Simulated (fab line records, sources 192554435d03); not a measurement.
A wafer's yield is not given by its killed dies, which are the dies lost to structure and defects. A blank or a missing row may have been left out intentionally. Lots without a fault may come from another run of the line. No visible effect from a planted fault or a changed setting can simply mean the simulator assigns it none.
fab line records    flow n5Finfet    part 1 of 2: steps 1 to 3 of 6
[record] lots = 24  wafers = 72  lastDay = 17
route steps=1938 shown BEOL_M11@1577 BEOL_M12@1642 BEOL_M13@1659
lots with no fault: from the same line, run without faults
startH: the number of hours between the record's first day and the start of the first shown wafer of the lot    waitH: hours elapsed since this lot's preceding step    " identical to the entry in the row above    L1.1+2: a row that stands for several wafers    - no value present, or no start provided    * or withheld: withheld    < > ~ a bound
route shown NAME@n: NAME is a module with steps in the file, n the number in the route of the first one    usual: mean and standard deviation over wafers with no fault    same: alike in all rows    chamber/n: place in a boat    sites: the reading at each site    _std_site: the standard deviation of these    _edge_site: mean of outer sites minus mean of inner sites    radiusMm: how far each site lies from the wafer's centre    mask NAME#n: copy n    behind: the tool/chamber that last shaped the wafer    hold: reason for holding the lot/hours on hold/outcome of the hold    device: transistor that didn't switch, given as n, p or np    end of line: at the end of the route, the tests of the same wafers    for a step that has no rows: nothing shown but its recipe    killed: the dies lost at the first sort to structure and to defects; this is not the yield of the wafer    map: the dies of a wafer, with x for killed, . for not killed, _ for no die there
set.NAME: the setting as run; set.NAME@STEP: as run at that earlier step    model.NAME: the simulator's own value behind a step, which no gauge read
one table for each step of the route and one row for each wafer, over a sample of lots
services: a tool's chamber out of use, with start hour (startH, from the record's first day; less than 0 if before it), hours out, and reason
[[steps]]
[step N5_BEOL_M11_STRIP_36]
[recipe] chemistry = N2/H2  powerW = 450  tempC = 40  pressureMtorr = 20  rfFrequencyHz = 6e+07  overashFraction = 0.3  biasPowerW = 7  h2Frac = 0.5  n2FlowSccm = 200  h2FlowSccm = 200
[usual] drypumpMotorCurrentA = 5.86/0.22  oesProductAu = 0.79/0.086  powerW = 450.2/1.4  rfVppV = 59.2/2  showerheadPlenumPTorr = 2.54/0.1  throttleValvePct = 23.75/0.28
lot.wafer  tool        chamber  startH  waitH  drypumpMotorCurrentA  oesProductAu  powerW  rfHoursCounterH  rfVppV  showerheadPlenumPTorr  throttleValvePct
L074.1     rieDiel-05  0        213.83  0.0    5.82                  0.68          449.6   236              60.3    2.50                   24.05
L074.4     "           3        "       "      6.02                  0.74          449.8   -                60.7    2.42                   23.49
L074.6     "           0        "       "      5.81                  0.68          450.2   -                58.1    2.50                   24.07
L075.1     rieDiel-05  2        222.84  0.0    5.83                  0.85          450.6   70               59.6    2.69                   23.96
L075.2     "           3        "       "      5.99                  0.75          450.0   165              58.5    2.42                   23.49
L075.4     "           3        "       "      5.98                  0.75          451.4   -                56.5    2.42                   23.53
L078.1     rieDiel-03  0        239.84  0.0    6.29                  0.71          449.8   198              55.6    2.51                   23.99
L078.3     "           1        "       "      5.60                  0.75          448.6   192              58.0    2.43                   24.13
L078.5     "           1        "       "      5.58                  0.75          449.4   -                55.7    2.43                   24.12
L077.2     rieDiel-03  0        240.31  0.0    6.27                  0.71          449.0   198              56.9    2.52                   24.04
L077.3     "           1        "       "      5.60                  0.74          449.6   192              56.1    2.43                   24.15
L077.4     "           3        "       "      5.83                  0.94          451.1   14               60.7    2.70                   23.32
L076.1     rieDiel-03  3        242.14  0.0    5.82                  0.95          449.9   15               63.3    2.70                   23.32
L076.3     "           0        "       "      6.28                  0.70          452.6   199              61.8    2.52                   24.01
L076.5     "           1        "       "      5.60                  0.73          450.1   -                57.3    2.43                   24.10
L079.1     rieDiel-04  0        242.61  0.0    5.53                  0.71          453.1   205              63.6    2.40                   23.87
L079.2     "           1        "       "      6.01                  0.84          452.2   96               53.4    2.47                   23.54
L079.4     "           2        "       "      5.64                  0.89          450.0   15               64.0    2.70                   23.29
L080.2     rieDiel-03  1        253.71  0.0    5.56                  0.74          448.7   197              56.9    2.43                   24.11
L080.4     "           3        "       "      5.79                  0.92          450.5   19               59.2    2.70                   23.34
L080.5     "           3        "       "      5.81                  0.93          451.7   -                59.9    2.70                   23.32
L081.1     rieDiel-05  2        260.43  0.0    5.83                  0.84          448.7   84               58.9    2.68                   23.98
L081.5     "           2        "       "      5.81                  0.84          450.9   -                58.9    2.69                   23.94
L081.6     "           3        "       "      6.01                  0.73          449.9   -                56.5    2.42                   23.51
L083.2     rieDiel-04  1        262.19  0.0    6.02                  0.82          449.5   102              61.1    2.47                   23.53
L083.4     "           3        "       "      6.23                  0.72          449.8   -                62.3    2.53                   24.02
L083.6     "           1        "       "      6.01                  0.83          450.5   -                58.6    2.47                   23.58
L082.1     rieDiel-05  1        270.40  0.0    5.68                  0.95          452.0   14               60.9    2.49                   23.53
L082.4     "           0        "       "      5.82                  0.96          452.3   2                57.9    2.49                   23.74
L082.6     "           3        "       "      5.98                  0.72          449.9   -                61.9    2.42                   23.53
L084.1     rieDiel-04  0        274.51  0.0    5.57                  0.71          451.8   209              55.2    2.40                   23.88
L084.2     "           1        "       "      6.02                  0.82          451.5   107              60.9    2.47                   23.58
L084.3     "           2        "       "      5.65                  0.88          451.5   26               59.6    2.69                   23.25
L085.2     rieDiel-05  2        294.94  0.0    5.81                  0.84          447.8   95               60.3    2.68                   23.97
L085.3     "           3        "       "      6.01                  0.72          448.8   188              59.4    2.41                   23.51
L085.6     "           0        "       "      5.83                  0.92          452.4   -                56.7    2.49                   23.80
L087.1     rieDiel-03  0        300.97  0.0    6.30                  0.70          449.6   219              60.1    2.51                   24.00
L087.2     "           2        "       "      5.70                  0.73          449.9   192              60.0    2.61                   23.76
L087.5     "           3        "       "      5.82                  0.89          449.5   -                61.7    2.69                   23.35
L088.3     rieDiel-04  1        309.55  0.0    6.02                  0.83          451.9   111              59.0    2.46                   23.53
L088.4     "           2        "       "      5.60                  0.84          451.2   36               61.2    2.69                   23.30
L088.6     "           0        "       "      5.51                  0.70          450.3   -                58.1    2.40                   23.91
L089.1     rieDiel-03  2        310.09  0.0    5.70                  0.75          450.8   194              57.7    2.61                   23.73
L089.3     "           1        "       "      5.62                  0.73          449.1   215              59.1    2.42                   24.13
L089.4     "           0        "       "      6.29                  0.70          450.1   222              58.8    2.51                   24.00
L086.3     rieDiel-05  0        310.58  0.0    5.80                  0.92          450.5   13               57.5    2.49                   23.73
L086.4     "           3        "       "      6.04                  0.72          448.3   191              59.8    2.41                   23.52
L086.6     "           3        "       "      6.05                  0.72          449.0   -                57.8    2.41                   23.52
L090.2     rieDiel-05  0        327.67  0.0    5.82                  0.92          449.5   17               57.6    2.49                   23.78
L090.5     "           1        "       "      5.68                  0.92          452.0   -                59.7    2.49                   23.53
L090.6     "           0        "       "      5.82                  0.91          448.7   -                58.9    2.49                   23.81
L091.1     rieDiel-05  2        339.49  0.0    5.82                  0.82          451.6   105              58.6    2.67                   23.98
L091.4     "           1        "       "      5.69                  0.94          449.9   29               60.0    2.49                   23.55
L091.5     "           3        "       "      5.97                  0.71          450.9   -                62.1    2.41                   23.53
L093.1     rieDiel-03  0        341.75  0.0    6.27                  0.69          449.7   232              58.8    2.50                   24.02
L093.3     "           3        "       "      5.77                  0.87          449.8   47               56.4    2.69                   23.35
L093.4     "           2        "       "      5.71                  0.72          452.8   204              58.6    2.60                   23.74
L092.1     rieDiel-05  1        344.81  0.0    5.69                  0.91          449.7   31               59.8    2.49                   23.57
L092.2     "           2        "       "      5.79                  0.80          449.5   107              59.9    2.67                   24.01
L092.5     "           1        "       "      5.68                  0.91          448.2   -                58.6    2.49                   23.53
L095.1     rieDiel-04  3        349.20  0.0    6.24                  0.69          452.6   227              57.3    2.52                   24.03
L095.2     "           1        "       "      6.00                  0.81          449.2   124              57.5    2.46                   23.57
L095.3     "           2        "       "      5.66                  0.84          447.8   49               61.3    2.68                   23.34
L094.2     rieDiel-04  1        351.55  0.0    6.00                  0.82          450.1   125              56.7    2.46                   23.57
L094.3     "           3        "       "      6.20                  0.71          449.3   228              56.8    2.52                   24.05
L094.6     "           3        "       "      6.22                  0.71          451.4   -                61.2    2.52                   24.02
L096.1     rieDiel-03  0        355.93  0.0    6.32                  0.68          450.6   236              57.5    2.50                   24.06
L096.4     "           2        "       "      5.69                  0.73          448.9   208              59.2    2.60                   23.74
L096.5     "           2        "       "      5.72                  0.73          451.5   -                60.7    2.60                   23.77
L097.2     rieDiel-03  0        365.27  0.0    6.24                  0.68          449.6   238              58.7    2.50                   24.02
L097.4     "           2        "       "      5.74                  0.70          449.9   210              61.5    2.60                   23.77
L097.5     "           0        "       "      6.28                  0.68          450.1   -                60.1    2.50                   24.11
[step N5_BEOL_M12_STRIP_37]
[recipe] chemistry = N2/H2  powerW = 1000  tempC = 250  h2Frac = 0.65  overashFraction = 0.3  pressureMtorr = withheld  n2FlowSccm = 1750  h2FlowSccm = 3250
[usual] drypumpMotorCurrentA = 5.8/0.52  heaterPowerW = 356/24  oesProductAu = 0.791/0.0095
lot.wafer  tool            chamber  startH  waitH  drypumpMotorCurrentA  heaterPowerW  oesProductAu  rfHoursCounterH
L074.1     plasmaAsher-02  1        220.89  0.0    5.9                   318           0.788         116
L074.4     "               1        "       "      5.9                   328           0.783         -
L074.6     "               0        "       "      5.8                   384           0.813         -
L075.1     plasmaAsher-01  1        232.51  0.0    6.4                   352           0.788         67
L075.2     "               0        "       "      5.0                   361           0.792         67
L075.4     "               0        "       "      5.0                   369           0.807         -
L078.1     plasmaAsher-01  1        245.52  0.0    6.3                   353           0.792         70
L078.3     "               0        "       "      5.0                   366           0.798         -
L078.5     "               1        "       "      6.3                   357           0.776         -
L077.2     plasmaAsher-01  0        246.20  0.0    5.0                   360           0.789         70
L077.3     "               0        "       "      5.0                   363           0.797         -
L077.4     "               1        "       "      6.4                   359           0.803         -
L076.1     plasmaAsher-02  0        248.35  0.0    5.8                   387           0.772         121
L076.3     "               1        "       "      5.8                   307           0.782         -
L076.5     "               0        "       "      5.8                   388           0.789         -
L079.1     plasmaAsher-02  1        248.77  0.0    5.9                   313           0.787         121
L079.2     "               0        "       "      5.8                   378           0.792         121
L079.4     "               0        "       "      5.8                   397           0.792         -
L080.2     plasmaAsher-01  0        259.32  0.0    5.0                   370           0.799         73
L080.4     "               0        "       "      5.0                   372           0.794         -
L080.5     "               1        "       "      6.4                   351           0.796         -
L081.1     plasmaAsher-02  1        266.58  0.0    5.9                   313           0.811         125
L081.5     "               1        "       "      5.9                   314           0.811         -
L081.6     "               0        "       "      5.9                   380           0.790         -
L083.2     plasmaAsher-02  1        267.37  0.0    5.9                   317           0.796         125
L083.4     "               1        "       "      5.9                   318           0.803         -
L083.6     "               1        "       "      5.9                   320           0.797         -
L082.1     plasmaAsher-01  0        275.94  0.0    5.0                   362           0.808         76
L082.4     "               1        "       "      6.3                   347           0.789         -
L082.6     "               0        "       "      5.0                   362           0.786         -
L084.1     plasmaAsher-01  0        279.51  0.0    5.0                   368           0.781         77
L084.2     "               1        "       "      6.3                   359           0.795         77
L084.3     "               1        "       "      6.4                   353           0.807         -
L085.2     plasmaAsher-01  0        299.58  0.0    5.0                   360           0.795         80
L085.3     "               0        "       "      5.0                   372           0.781         -
L085.6     "               1        "       "      6.3                   352           0.808         -
L087.1     plasmaAsher-01  1        305.54  0.0    6.4                   345           0.798         82
L087.2     "               0        "       "      5.0                   365           0.799         82
L087.5     "               1        "       "      6.4                   360           0.791         -
L088.3     plasmaAsher-01  1        314.38  0.1    6.4                   350           0.787         -
L088.4     "               0        "       "      5.0                   354           0.784         -
L088.6     "               0        "       "      5.0                   362           0.780         -
L089.1     plasmaAsher-01  0        316.37  0.0    5.0                   364           0.792         84
L089.3     "               1        "       "      6.4                   347           0.782         -
L089.4     "               0        "       "      5.0                   354           0.790         -
L086.3     plasmaAsher-02  1        316.45  0.1    5.9                   324           0.794         -
L086.4     "               0        "       "      5.8                   385           0.802         -
L086.6     "               1        "       "      5.9                   315           0.797         -
L090.2     plasmaAsher-01  1        333.52  0.0    6.4                   358           0.788         87
L090.5     "               0        "       "      5.0                   367           0.795         -
L090.6     "               1        "       "      6.4                   357           0.786         -
L091.1     plasmaAsher-01  0        344.82  0.0    5.0                   360           0.795         89
L091.4     "               0        "       "      5.0                   358           0.794         -
L091.5     "               1        "       "      6.3                   354           0.800         -
L093.1     plasmaAsher-02  0        347.28  0.0    5.9                   393           0.782         141
L093.3     "               1        "       "      5.9                   315           0.790         -
L093.4     "               0        "       "      5.8                   387           0.793         -
L092.1     plasmaAsher-02  1        349.76  0.0    5.9                   325           0.799         142
L092.2     "               0        "       "      5.9                   387           0.802         142
L092.5     "               1        "       "      5.9                   315           0.795         -
L095.1     plasmaAsher-02  0        354.05  0.0    5.8                   392           0.784         143
L095.2     "               1        "       "      5.9                   325           0.773         143
L095.3     "               0        "       "      5.8                   384           0.797         -
L094.2     plasmaAsher-02  1        356.27  0.0    5.9                   318           0.787         143
L094.3     "               0        "       "      5.8                   388           0.805         -
L094.6     "               1        "       "      5.9                   319           0.798         -
L096.1     plasmaAsher-01  1        362.08  0.0    6.4                   352           0.784         93
L096.4     "               1        "       "      6.3                   348           0.784         -
L096.5     "               0        "       "      5.0                   367           0.781         -
L097.2     plasmaAsher-01  0        370.19  0.0    5.0                   355           0.796         94
L097.4     "               1        "       "      6.4                   354           0.774         -
L097.5     "               0        "       "      5.0                   362           0.795         -
[step N5_BEOL_M12_ETCH_38]
[recipe] chemistry = CF4/N2  target = SiCN  targetDepthA = 687  taperDeg = 2  timeS = 73.4  ionEnergyEv = 150  maskMaterial = SiO2  pressureMtorr = 40  sourceW = 430  biasW = 70  Ar_flow_sccm = 100  cf4FlowSccm = 60  n2FlowSccm = 60
[usual] drypumpMotorCurrentA = 5.7/0.49  oesProductAu = 0.82/0.074  rfVppV = 382.1/2  showerheadPlenumPTorr = 2.20/0.077  throttleValvePct = 15.42/0.2
lot.wafer  tool        chamber  startH  waitH  drypumpMotorCurrentA  oesProductAu  rfHoursCounterH  rfVppV  showerheadPlenumPTorr  throttleValvePct
L074.1     rieDiel-02  2        222.00  -      5.8                   0.88          37               383.6   2.26                   15.33
L074.4     "           0        "       "      5.6                   0.87          53               385.3   2.34                   15.35
L074.6     "           1        "       "      6.3                   0.76          -                380.7   2.13                   15.36
L075.1     rieDiel-02  0        232.65  -      5.5                   0.87          59               384.8   2.34                   15.35
L075.2     "           2        "       "      5.7                   0.86          42               383.5   2.26                   15.33
L075.4     "           1        "       "      6.3                   0.76          169              380.2   2.13                   15.36
L078.1     rieDiel-02  1        246.20  -      6.3                   0.74          174              379.0   2.13                   15.37
L078.3     "           0        "       "      5.5                   0.85          64               385.0   2.34                   15.34
L078.5     "           1        "       "      6.3                   0.74          -                380.1   2.13                   15.36
L077.2     rieDiel-02  2        247.47  -      5.8                   0.86          47               382.6   2.26                   15.35
L077.3     "           3        "       "      6.1                   0.90          32               381.6   2.16                   15.37
L077.4     "           0        "       "      5.5                   0.86          65               384.6   2.34                   15.38
L076.1     rieDiel-02  0        248.43  -      5.5                   0.86          66               386.3   2.34                   15.35
L076.3     "           2        "       "      5.8                   0.85          48               381.9   2.26                   15.33
L076.5     "           3        "       "      6.1                   0.90          -                380.4   2.16                   15.38
L079.1     rieDiel-01  0        252.13  -      4.7                   0.70          231              382.8   2.17                   15.47
L079.2     "           2        "       "      6.2                   0.88          34               383.9   2.25                   15.29
L079.4     "           1        "       "      5.0                   0.71          -                380.4   2.10                   15.90
L080.2     rieDiel-01  1        260.14  -      5.0                   0.70          209              379.2   2.10                   15.91
L080.4     "           2        "       "      6.2                   0.87          -                383.8   2.25                   15.31
L080.5     "           0        "       "      4.7                   0.70          -                382.9   2.17                   15.48
L081.1     rieDiel-02  0        267.80  -      5.5                   0.85          74               385.9   2.33                   15.40
L081.5     "           3        "       "      6.1                   0.89          -                382.1   2.16                   15.37
L081.6     "           2        "       "      5.7                   0.84          -                383.0   2.25                   15.36
L083.2     rieDiel-06  3        268.18  -      5.6                   0.81          119              380.1   2.13                   15.57
L083.4     "           0        "       "      5.7                   0.83          86               384.1   2.32                   15.29
L083.6     "           2        "       "      5.5                   0.69          -                384.4   2.26                   15.92
L082.1     rieDiel-01  1        276.15  -      5.0                   0.70          214              380.5   2.10                   15.93
L082.4     "           2        "       "      6.2                   0.87          44               381.9   2.25                   15.32
L082.6     "           2        "       "      6.2                   0.87          -                382.9   2.25                   15.34
L084.1     rieDiel-01  2        281.15  -      6.2                   0.87          46               383.7   2.25                   15.33
L084.2     "           0        "       "      4.7                   0.70          242              380.3   2.17                   15.49
L084.3     "           3        "       "      5.4                   0.86          64               382.5   2.14                   15.24
L085.2     rieDiel-02  2        299.96  -      5.8                   0.83          67               381.4   2.25                   15.40
L085.3     "           1        "       "      6.3                   0.73          196              379.7   2.12                   15.44
L085.6     "           2        "       "      5.8                   0.83          -                383.2   2.25                   15.38
L087.1     rieDiel-06  2        308.78  -      5.5                   0.68          249              385.2   2.25                   15.94
L087.2     "           3        "       "      5.6                   0.78          131              380.1   2.12                   15.60
L087.5     "           0        "       "      5.7                   0.82          -                384.8   2.32                   15.31
L088.3     rieDiel-02  1        314.77  -      6.3                   0.73          200              379.2   2.12                   15.42
L088.4     "           2        "       "      5.8                   0.83          71               382.5   2.25                   15.39
L088.6     "           3        "       "      6.1                   0.87          -                380.7   2.15                   15.41
L089.1     rieDiel-02  2        316.89  -      5.8                   0.82          73               383.0   2.25                   15.39
L089.3     "           3        "       "      6.1                   0.87          55               380.8   2.15                   15.42
L089.4     "           0        "       "      5.5                   0.84          89               384.1   2.33                   15.41
L086.3     rieDiel-06  0        317.70  -      5.7                   0.81          103              384.0   2.31                   15.33
L086.4     "           3        "       "      5.6                   0.78          -                379.9   2.12                   15.60
L086.6     "           0        "       "      5.7                   0.82          -                386.6   2.32                   15.32
L090.2     rieDiel-01  1        335.31  -      5.0                   0.68          236              379.9   2.09                   15.97
L090.5     "           2        "       "      6.2                   0.84          -                382.6   2.24                   15.37
L090.6     "           3        "       "      5.4                   0.82          -                380.5   2.14                   15.28
L091.1     rieDiel-06  3        344.90  -      5.6                   0.77          146              380.5   2.12                   15.62
L091.4     "           1        "       "      6.2                   0.86          72               381.1   2.15                   15.27
L091.5     "           2        "       "      5.6                   0.98          -                383.2   2.25                   15.45
L093.1     rieDiel-06  1        348.81  -      6.3                   0.85          73               381.8   2.14                   15.26
L093.3     "           3        "       "      5.6                   0.76          148              380.5   2.12                   15.62
L093.4     "           2        "       "      5.5                   0.97          4                382.6   2.25                   15.42
L092.1     rieDiel-06  3        351.30  -      5.6                   0.77          149              380.4   2.12                   15.62
L092.2     "           0        "       "      5.7                   0.80          116              385.4   2.31                   15.33
L092.5     "           0        "       "      5.7                   0.80          -                384.7   2.31                   15.35
L095.1     rieDiel-01  1        354.13  -      5.0                   0.68          243              379.7   2.09                   15.98
L095.2     "           0        "       "      4.7                   0.93          11               380.9   2.16                   15.04
L095.3     "           3        "       "      5.4                   0.80          91               379.8   2.13                   15.29
L094.2     rieDiel-01  3        356.43  -      5.4                   0.81          92               380.7   2.13                   15.28
L094.3     "           2        "       "      6.2                   0.83          72               382.9   2.24                   15.38
L094.6     "           0        "       "      4.7                   0.92          -                382.3   2.16                   15.03
L096.1     rieDiel-02  3        362.40  -      6.1                   0.86          70               380.6   2.14                   15.44
L096.4     "           0        "       "      5.5                   0.81          103              384.8   2.32                   15.43
L096.5     "           2        "       "      5.7                   0.82          -                382.6   2.24                   15.42
L097.2     rieDiel-01  2        371.18  -      6.2                   0.82          77               382.2   2.24                   15.38
L097.4     "           3        "       "      5.4                   0.80          97               380.1   2.13                   15.30
L097.5     "           3        "       "      5.4                   0.80          -                381.8   2.13                   15.32
